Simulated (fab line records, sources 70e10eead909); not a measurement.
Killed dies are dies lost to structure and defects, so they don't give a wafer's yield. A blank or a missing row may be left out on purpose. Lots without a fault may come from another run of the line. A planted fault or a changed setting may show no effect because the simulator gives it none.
fab line records | flow nand_harc | part 1 of 2: steps 1 to 4 of 6
record lots=21 wafers=63 last_day=33
route steps=1302 shown A_STAIRCASE@856 A_SGD_CUT@907 A_SLIT@933
lots that met no fault: from a run of the same line without faults
start_h: hours from the record's first day to the start of the lot's first wafer shown | wait_h: hours since the lot's step before | " the same as in the row above | L1.1+2: a row that stands for several wafers | - no value, or no start given | * or withheld: withheld | < > ~ a bound
route shown NAME@n: a module of which the file shows steps, and the number in the route of the first | usual: mean/standard deviation of fault-free wafers | same: alike in all rows | chamber/n: place in a boat | sites: the reading at each site | _std_site: their standard deviation | _edge_site: outer sites' mean less inner sites' | radius_mm: how far each site lies from the wafer's centre | mask NAME#n: copy n | behind: the tool/chamber that last shaped the wafer | hold: why the lot was held/for how many hours/how that ended | device: the transistor (n, p or np) that didn't switch | end of line: the same wafers' tests at the end of the route | a step without rows: its recipe alone | killed: dies lost to structure and defects at the first sort, not the wafer's yield | map: a wafer's dies, x killed, . not, _ none there
set.NAME: the setting as run; set.NAME@STEP: as run at that earlier step | model.NAME: the simulator's own value behind a step, which no gauge read
steps of the route over a sample of lots; a table a step, a row a wafer
services: from which hour (start_h, from the record's first day; less than 0 if before it) a tool's chamber was out of use, for how many hours, and why
## steps
# step NHARC_A_STAIRCASE_DEP_325
# recipe target_thk_a=72000 temp_c=400 target_thk_nm=7200 teos_flow_sccm=200 rf_w=500 material=SiO2
# usual heater_power_w=643/93
# columns lot.wafer tool chamber start_h wait_h heater_power_w since_wet_clean_h
L074.2 pecvd-04 1 400.44 0.2 748 118
L074.6 " 0 " " 631 -
L074.5 " 2 " " 577 -
L076.2 pecvd-04 2 428.80 0.1 674 147
L076.4 " 2 " " 584 -
L076.5 " 1 " " 722 -
L075.3 pecvd-01 1 428.80 0.1 750 105
L075.1 " 0 " " 643 105
L075.5 " 0 " " 526 -
L077.2 pecvd-03 2 435.04 0.1 773 56
L077.3 " 1 " " 586 56
L077.6 " 2 " " 624 -
L078.1 pecvd-03 2 455.61 0.1 737 76
L078.3 " 0 " " 508 77
L078.2 " 1 " " 609 77
L079.2 pecvd-03 2 460.05 0.2 764 81
L079.4 " 2 " " 623 -
L079.6 " 0 " " 491 -
L080.1 pecvd-03 1 477.22 0.3 720 98
L080.4 " 2 " " 626 -
L080.6 " 1 " " 589 -
L082.3 pecvd-04 0 487.84 0.1 652 25
L082.2 " 2 " " 674 25
L082.5 " 1 " " 762 -
L083.2 pecvd-03 2 504.38 0.1 761 125
L083.3 " 0 " " 581 125
L083.1 " 1 " " 673 125
L085.1 pecvd-03 2 518.98 0.1 756 140
L085.2 " 1 " " 577 140
L085.6 " 1 " " 589 -
L086.3 pecvd-03 1 523.13 0.1 659 144
L086.2 " 2 " " 693 144
L086.5 " 2 " " 626 -
L084.3 pecvd-04 1 523.32 0.3 898 60
L084.4 " 2 " " 573 -
L084.5 " 0 " " 619 -
L087.3 pecvd-04 2 559.76 0.2 604 96
L087.5 " 2 " " 573 -
L087.6 " 0 " " 625 -
L088.1 pecvd-01 2 560.41 0.8 837 55
L088.5 " 0 " " 510 -
L088.4 " 1 " " 613 -
L090.3 pecvd-03 1 571.36 0.2 726 11
L090.2 " 2 " " 687 11
L090.6 " 1 " " 562 -
L092.2 pecvd-03 1 601.36 0.3 652 41
L092.5 " 2 " " 642 -
L092.6 " 1 " " 592 -
L093.1 pecvd-04 2 605.88 0.2 719 143
L093.2 " 0 " " 789 143
L093.4 " 2 " " 574 -
L094.2 pecvd-04 0 616.64 0.1 689 153
L094.5 " 0 " " 597 -
L094.4 " 1 " " 765 -
L095.2 pecvd-03 2 616.70 0.1 678 57
L095.3 " 1 " " 716 57
L095.6 " 1 " " 586 -
L096.2 pecvd-03 1 637.23 0.1 725 77
L096.3 " 0 " " 560 77
L096.5 " 2 " " 639 -
L097.3 pecvd-03 2 648.26 0.2 741 88
L097.6 " 1 " " 574 -
L097.5 " 2 " " 653 -
# step NHARC_A_STAIRCASE_ETCHBACK_422
# recipe target_depth_a=400 over_etch_frac=0.3 time_s=74.286 ion_energy_ev=120 ch3f_flow_sccm=50 o2_flow_sccm=30 ar_flow_sccm=200 rf_w=500 bias_w=100 chemistry=CH3F/O2
# usual drypump_motor_current_A=5.5/0.61 mfc_ar_sccm=200.0/0.59 oes_product_au=0.96/0.038 rf_vpp_V=244.1/1.7 showerhead_plenum_p_Torr=2.45/0.1 throttle_valve_pct=20.664/0.0096
# columns lot.wafer tool chamber start_h wait_h drypump_motor_current_A mfc_ar_sccm oes_product_au rf_hours_counter_h rf_vpp_V showerhead_plenum_p_Torr throttle_valve_pct
L074.2 rie_diel-01 3 414.26 0.2 4.9 200.6 0.99 8 242.7 2.33 20.652
L074.5 " 2 " " 5.7 200.2 0.99 - 244.1 2.44 20.687
L074.6 " 3 " " 4.9 199.9 0.99 - 242.5 2.33 20.659
L075.1 rie_diel-05 1 444.34 0.1 4.8 200.0 1.01 7 243.8 2.35 20.665
L075.3 " 3 " " 4.9 199.4 0.98 7 245.8 2.66 20.675
L075.5 " 0 " " 5.3 201.2 0.99 - 242.7 2.41 20.651
L076.4 rie_diel-05 3 444.45 0.1 4.9 198.9 0.99 7 246.9 2.66 20.660
L076.2 " 0 " " 5.3 200.6 1.00 7 242.9 2.41 20.654
L076.5 " 2 " " 6.3 200.9 0.99 - 243.9 2.37 20.659
L077.2 rie_diel-01 3 450.63 0.2 4.9 200.4 0.96 21 241.6 2.33 20.667
L077.3 " 0 " " 5.5 199.8 0.97 23 244.0 2.45 20.658
L077.6 " 2 " " 5.7 199.7 0.96 - 244.3 2.44 20.677
L079.4 rie_diel-01 2 471.83 0.1 5.7 201.0 0.91 27 245.1 2.44 20.671
L079.2 " 1 " " 6.7 199.4 0.93 25 245.2 2.48 20.676
L079.6 " 3 " " 4.9 199.9 0.91 - 241.9 2.33 20.674
L078.3 rie_diel-05 3 472.32 0.2 4.9 199.9 0.92 18 247.5 2.65 20.654
L078.2 " 0 " " 5.3 199.2 0.93 16 243.6 2.41 20.665
L078.1 " 1 " " 4.7 200.1 0.95 14 242.1 2.35 20.665
L080.4 rie_diel-01 2 491.36 0.1 5.7 200.3 0.92 32 243.6 2.43 20.664
L080.1 " 3 " " 4.9 200.4 0.91 31 242.0 2.32 20.668
L080.6 " 3 " " 4.9 200.4 0.92 - 242.1 2.32 20.673
L082.2 rie_diel-01 1 503.61 0.2 6.7 199.8 0.92 35 244.2 2.48 20.661
L082.3 " 2 " " 5.7 199.8 0.91 39 242.1 2.43 20.670
L082.5 " 3 " " 4.9 200.8 0.92 - 242.7 2.32 20.655
L083.1 rie_diel-06 2 518.18 0.1 5.0 199.3 0.92 8 242.8 2.41 20.659
L083.3 " 3 " " 6.5 199.9 0.93 9 245.9 2.66 20.650
L083.2 " 0 " " 5.6 199.7 0.92 11 245.6 2.55 20.664
L085.1 rie_diel-06 0 536.28 0.2 5.7 199.9 1.00 15 246.6 2.54 20.653
L085.2 " 2 " " 5.0 199.9 1.01 14 245.3 2.41 20.647
L085.6 " 0 " " 5.6 200.6 1.01 - 245.5 2.54 20.645
L084.3 rie_diel-06 0 539.08 0.2 5.7 199.8 0.93 16 246.4 2.54 20.649
L084.4 " 2 " " 5.0 200.3 0.93 15 244.2 2.41 20.664
L084.5 " 1 " " 5.4 199.7 0.93 - 245.6 2.50 20.659
L086.3 rie_diel-05 2 541.95 0.2 6.3 200.5 0.91 40 244.3 2.36 20.673
L086.2 " 0 " " 5.3 199.9 0.93 40 243.4 2.40 20.660
L086.5 " 2 " " 6.3 199.4 0.91 - 242.4 2.36 20.665
L088.4 rie_diel-01 0 573.76 0.1 5.5 199.8 1.01 5 246.3 2.43 20.660
L088.1 " 3 " " 4.9 199.7 1.01 4 242.4 2.32 20.673
L088.5 " 1 " " 6.7 199.7 1.02 - 244.7 2.47 20.667
L087.3 rie_diel-01 2 574.77 0.1 5.7 200.5 1.00 4 244.1 2.42 20.662
L087.6 " 2 " " 5.7 200.6 0.99 - 242.4 2.42 20.675
L087.5 " 3 " " 4.9 198.6 0.99 - 241.9 2.32 20.681
L090.2 rie_diel-01 0 586.27 0.2 5.5 200.6 1.00 11 243.6 2.43 20.658
L090.3 " 1 " " 6.7 199.9 1.02 9 243.1 2.46 20.655
L090.6 " 0 " " 5.5 200.4 1.00 - 242.5 2.43 20.662
L092.2 rie_diel-06 0 615.85 0.2 5.7 201.2 0.93 38 245.7 2.53 20.650
L092.5 " 2 " " 5.0 200.4 0.93 - 244.1 2.40 20.659
L092.6 " 3 " " 6.5 199.9 0.92 - 247.2 2.64 20.671
L093.2 rie_diel-05 3 620.94 0.2 4.9 199.2 0.98 9 246.0 2.63 20.683
L093.1 " 1 " " 4.8 200.1 1.00 6 241.9 2.33 20.675
L093.4 " 2 " " 6.3 200.4 0.99 7 243.9 2.35 20.672
L094.2 rie_diel-06 3 632.94 0.1 6.5 199.6 1.00 54 245.5 2.64 20.679
L094.4 " 0 " " 5.6 198.8 0.98 43 247.3 2.53 20.669
L094.5 " 3 " " 6.5 200.2 1.01 - 246.0 2.64 20.639
L095.2 rie_diel-06 3 633.31 0.1 6.5 200.9 0.93 54 247.1 2.64 20.654
L095.3 " 0 " " 5.7 200.1 0.92 43 245.5 2.53 20.656
L095.6 " 1 " " 5.5 200.5 0.92 - 246.1 2.48 20.660
L096.3 rie_diel-01 0 652.20 0.1 5.5 199.7 0.92 34 242.1 2.42 20.652
L096.2 " 1 " " 6.7 200.4 0.94 30 244.7 2.46 20.668
L096.5 " 0 " " 5.5 200.4 0.94 - 242.6 2.42 20.660
L097.3 rie_diel-05 1 663.86 0.2 4.8 201.0 0.99 19 244.0 2.33 20.682
L097.5 " 0 " " 5.3 200.9 0.99 - 242.4 2.39 20.671
L097.6 " 1 " " 4.8 200.6 1.00 - 242.6 2.33 20.664
# step NHARC_A_SGD_CUT_ETCH_15
# recipe target_depth_a=750 time_s=64.3 ch3f_flow_sccm=50 o2_flow_sccm=30 ar_flow_sccm=200 rf_w=500 bias_w=100 chemistry=CH3F/O2
# usual drypump_motor_current_A=5.7/0.42 mfc_ar_sccm=200.0/0.61 oes_product_au=0.959/0.018 rf_vpp_V=264.1/1.2 showerhead_plenum_p_Torr=2.47/0.058 throttle_valve_pct=20.663/0.0083
# columns lot.wafer tool chamber start_h wait_h drypump_motor_current_A mfc_ar_sccm oes_product_au rf_hours_counter_h rf_vpp_V showerhead_plenum_p_Torr throttle_valve_pct
L074.2 rie_diel-11 2 - - 6.0 199.6 0.939 7 265.3 2.51 20.662
L074.6 " 1 " " 6.4 199.8 0.972 - 263.3 2.46 20.669
L074.5 " 2 " " 6.0 200.2 0.932 - 264.0 2.51 20.677
L075.3 rie_diel-11 2 - - 6.0 198.8 0.934 0 265.6 2.51 20.667
L075.1 " 3 " " 5.6 199.8 0.977 0 264.4 2.52 20.663
L075.5 " 2 " " 6.0 199.7 0.942 - 264.4 2.51 20.668
L076.2 rie_diel-03 1 - - 5.9 200.3 0.976 9 265.6 2.56 20.653
L076.4 " 3 " " 5.7 201.1 0.967 7 262.4 2.45 20.671
L076.5 " 1 " " 5.9 200.3 0.971 - 265.6 2.56 20.667
L077.2 rie_diel-02 0 - - 5.8 199.8 0.960 6 263.9 2.39 20.672
L077.3 " 2 " " 5.9 200.5 0.958 4 263.6 2.50 20.656
L077.6 " 0 " " 5.8 200.2 0.964 - 262.1 2.39 20.657
L079.2 rie_diel-11 1 - - 6.4 200.1 0.970 1 263.6 2.46 20.666
L079.6 " 3 " " 5.6 200.8 0.952 - 265.4 2.51 20.660
L079.4 " 1 " " 6.3 200.6 0.964 - 263.2 2.46 20.680
L078.2 rie_diel-11 0 - - 5.2 199.6 0.971 2 262.3 2.38 20.654
L078.3 " 1 " " 6.4 198.8 0.972 2 264.6 2.46 20.656
L078.1 " 3 " " 5.5 199.5 0.945 2 263.1 2.51 20.663
L080.4 rie_diel-03 1 - - 5.9 199.4 0.951 2 264.5 2.56 20.652
L080.1 " 2 " " 6.3 199.4 0.946 2 265.1 2.54 20.657
L080.6 " 1 " " 5.9 200.4 0.949 - 264.7 2.56 20.656
L082.3 rie_diel-11 1 - - 6.3 199.3 0.983 3 266.0 2.46 20.677
L082.2 " 2 " " 6.0 199.8 0.947 2 263.9 2.51 20.663
L082.5 " 0 " " 5.3 200.6 0.974 - 262.0 2.38 20.666
L083.1 rie_diel-02 3 - - 5.0 199.3 0.977 12 264.4 2.43 20.651
L083.2 " 0 " " 5.8 200.5 0.991 11 262.6 2.39 20.656
L083.3 " 1 " " 5.4 200.8 0.984 11 266.0 2.54 20.649
L085.2 rie_diel-02 0 - - 5.8 200.1 0.974 12 263.1 2.39 20.668
L085.1 " 1 " " 5.4 200.6 0.979 12 265.1 2.54 20.650
L085.6 " 1 " " 5.4 200.7 0.987 - 263.0 2.54 20.668
L084.4 rie_diel-02 0 - - 5.8 200.5 0.960 12 263.4 2.39 20.659
L084.3 " 3 " " 5.0 199.1 0.967 14 262.1 2.43 20.660
L084.5 " 1 " " 5.5 199.9 0.985 - 264.2 2.54 20.660
L086.2 rie_diel-03 2 - - 6.3 199.5 0.948 5 264.7 2.54 20.665
L086.3 " 0 " " 5.3 200.2 0.955 5 264.0 2.46 20.674
L086.5 " 2 " " 6.3 200.0 0.957 - 265.9 2.54 20.658
L088.4 rie_diel-03 1 - - 5.9 200.0 0.959 8 266.3 2.56 20.660
L088.1 " 3 " " 5.7 200.0 0.948 8 265.2 2.45 20.654
L088.5 " 0 " " 5.3 200.5 0.979 - 263.8 2.46 20.689
L087.3 rie_diel-11 3 - - 5.5 201.3 0.956 5 264.1 2.51 20.662
L087.5 " 1 " " 6.3 199.3 0.969 - 264.1 2.46 20.662
L087.6 " 2 " " 6.0 200.1 0.943 - 263.2 2.51 20.657
L090.3 rie_diel-03 3 - - 5.7 199.1 0.969 8 265.5 2.45 20.668
L090.2 " 1 " " 5.9 199.4 0.968 8 265.6 2.56 20.659
L090.6 " 2 " " 6.3 199.8 0.969 - 264.9 2.54 20.665
L092.2 rie_diel-03 2 - - 6.3 200.9 0.958 9 265.9 2.54 20.660
L092.6 " 3 " " 5.7 199.7 0.950 - 264.4 2.45 20.649
L092.5 " 0 " " 5.3 199.3 0.965 - 265.9 2.46 20.663
L093.4 rie_diel-11 1 - - 6.3 199.8 0.941 1 264.2 2.46 20.665
L093.1 " 2 " " 6.0 199.3 0.927 1 264.0 2.51 20.677
L093.2 " 0 " " 5.2 200.3 0.959 0 262.3 2.38 20.662
L094.2 rie_diel-02 2 - - 5.9 200.0 0.944 5 264.4 2.49 20.668
L094.4 " 3 " " 4.9 200.1 0.981 4 263.7 2.43 20.666
L094.5 " 1 " " 5.4 199.6 0.969 - 266.2 2.54 20.672
L095.2 rie_diel-11 1 - - 6.3 199.9 0.964 1 263.1 2.46 20.663
L095.3 " 3 " " 5.5 199.2 0.974 1 264.0 2.51 20.654
L095.6 " 1 " " 6.4 199.5 0.954 - 264.8 2.46 20.682
L096.2 rie_diel-02 1 - - 5.4 199.9 0.938 6 264.5 2.54 20.660
L096.3 " 3 " " 5.0 199.9 0.934 6 264.6 2.43 20.671
L096.5 " 2 " " 5.9 200.3 0.915 - 266.0 2.49 20.664
L097.3 rie_diel-11 0 - - 5.2 199.9 0.978 3 262.7 2.37 20.676
L097.6 " 0 " " 5.3 201.2 0.981 - 263.1 2.37 20.650
L097.5 " 1 " " 6.3 199.8 0.980 - 264.9 2.46 20.644
# step NHARC_A_SLIT_CD_MEAS_09
# recipe target_cd_nm=300 landing_energy_ev=500
# usual cd_nm=299.9/0.54
# columns lot.wafer tool chamber start_h wait_h cd_nm
L074.2 cd_sem-03 0 428.78 - 300.3
L074.5 " 0 " " 299.8
L074.6 " 0 " " 299.9
L075.1 cd_sem-01 0 460.69 - 300.0
L075.3 " 0 " " 299.6
L075.5 " 0 " " 299.6
L076.2 cd_sem-03 0 460.99 - 299.6
L076.4 " 0 " " 299.2
L076.5 " 0 " " 300.1
L077.2 cd_sem-03 0 464.57 - 299.4
L077.3 " 0 " " 299.4
L077.6 " 0 " " 298.7
L078.1 cd_sem-01 0 486.06 - 300.0
L078.2 " 0 " " 300.1
L078.3 " 0 " " 300.6
L079.2 cd_sem-02 0 488.46 - 300.6
L079.4 " 0 " " 300.6
L079.6 " 0 " " 300.0
L080.1 cd_sem-03 0 505.67 - 300.0
L080.4 " 0 " " 299.5
L080.6 " 0 " " 300.2
L082.2 cd_sem-02 0 519.54 - 299.6
L082.3 " 0 " " 299.8
L082.5 " 0 " " 299.7
L083.1 cd_sem-01 0 532.80 - 299.8
L083.2 " 0 " " 299.7
L083.3 " 0 " " 299.8
L085.1 cd_sem-03 0 550.96 - 298.6
L085.2 " 0 " " 298.1
L085.6 " 0 " " 299.6
L084.3 cd_sem-01 0 551.12 - 299.8
L084.4 " 0 " " 299.9
L084.5 " 0 " " 299.0
L086.2 cd_sem-02 0 556.26 - 300.2
L086.3 " 0 " " 300.0
L086.5 " 0 " " 299.7
L088.1 cd_sem-01 0 587.24 - 299.6
L088.4 " 0 " " 300.0
L088.5 " 0 " " 299.6
L087.3 cd_sem-02 0 588.48 - 300.0
L087.5 " 0 " " 300.9
L087.6 " 0 " " 299.7
L090.2 cd_sem-03 0 600.06 - 300.3
L090.3 " 0 " " 300.2
L090.6 " 0 " " 300.0
L092.2 cd_sem-03 0 630.10 - 299.5
L092.5 " 0 " " 300.5
L092.6 " 0 " " 300.0
L093.1 cd_sem-02 0 634.55 - 300.5
L093.2 " 0 " " 300.0
L093.4 " 0 " " 300.7
L094.2 cd_sem-01 0 646.58 - 299.4
L094.4 " 0 " " 299.6
L094.5 " 0 " " 298.7
L095.2 cd_sem-02 0 646.73 - 300.6
L095.3 " 0 " " 300.7
L095.6 " 0 " " 300.2
L096.2 cd_sem-01 0 666.14 - 300.5
L096.3 " 0 " " 299.5
L096.5 " 0 " " 299.5
L097.3 cd_sem-03 0 678.27 - 300.2
L097.5 " 0 " " 299.5
L097.6 " 0 " " 299.3
